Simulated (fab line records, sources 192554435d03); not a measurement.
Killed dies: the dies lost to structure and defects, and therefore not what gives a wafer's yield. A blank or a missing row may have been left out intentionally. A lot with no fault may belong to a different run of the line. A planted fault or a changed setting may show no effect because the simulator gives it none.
Problem report, 8D (eight disciplines) form, completed by code -- flow n5-finfet -- the parts of the form that need people (team, actions taken, sign-off) are left out

## 1. WHAT IS WRONG
Mean of bias-w at N5_BEOL_M14_TRENCH_ETCH_34: 1965 W across 6 wafers in 2 lots; on wafers with no fault it is 2041 W (standard deviation 6.5). That puts it -12 standard deviations away from the usual mean.
The step: etches SiO2 in C4F8/O2/Ar, target depth 556.65 nm, time 126.9 s.
The first sign was on wafer L590.2 at day 16 13:27, on rie-diel-03. The record has a number at this step for 33 wafers belonging to 11 lots. By rule, "out" or "out of limits" means more than 4 standard deviations away from the usual mean. The rest of the wafers with a number are treated as sound.

## 2. WHAT THIS IS AND IS NOT
question,is,is not
which readings at this step,bias-w,"drypump-motor-current-A, oes-product-au, showerhead-plenum-p-Torr, throttle-valve-pct"
which lots,"L590, L593","L579, L580, L583, L584, L586, L588, L591, L592, L600"
which wafers of those lots,all that have a number,-
read on which tools,rie-diel-03,"rie-diel-01, rie-diel-04"
when,from day 16 13:27,"up to then (21 sound wafers); but 6 sound wafers of L591, L600 came after"

## 3. WHAT RULES OUT EACH SUSPECT
Counting: a tool stays on the suspect list if, at a process step up to the reading, it processed all lots that are out and no sound lot following the first of them.
- rie-diel-03 at N5_BEOL_M14_TRENCH_ETCH_34 (etches SiO2 in C4F8/O2/Ar, target depth 556.65 nm, time 126.9 s): kept. Every lot that is out went through it, starting with L590 (day 16 13:27), and after that it ran no sound lot; the last sound lot it ran before then is L592 (day 16 06:41). Its own bias-w readings are out on those wafers.
Left after counting: rie-diel-03 at N5_BEOL_M14_TRENCH_ETCH_34.

## 4. THE CAUSE (what the simulator had put in)
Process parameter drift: rie-diel-03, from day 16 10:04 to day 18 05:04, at N5_BEOL_M14_TRENCH_ETCH_34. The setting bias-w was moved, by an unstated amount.
Counting left only this tool.

## 5. SEQUENCE OF EFFECTS, ordered by route
Each row: a reading whose mean over the struck wafers that have a number lies more than 3 standard deviations from the usual. Only readings for which the record gives a usual standard deviation are gone through. hours: the time from each lot's start at the first step in this table that gives one to its start at this step, as a median over the lots. sigmas: the change in usual standard deviations.
hours,step,reading,usual,on struck wafers,change,sigmas
0,N5_BEOL_M14_TRENCH_ETCH_34,bias-w,2041 W,1965,-76,-12
Its process steps:
- N5_BEOL_M14_TRENCH_ETCH_34: etches SiO2 in C4F8/O2/Ar, target depth 556.65 nm, time 126.9 s.

## 6. HOW IT WOULD HAVE BEEN CAUGHT EARLIER
3 hours passed between the start of the fault at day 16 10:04 and the first reading out of limits in this record, taken at day 16 13:27.
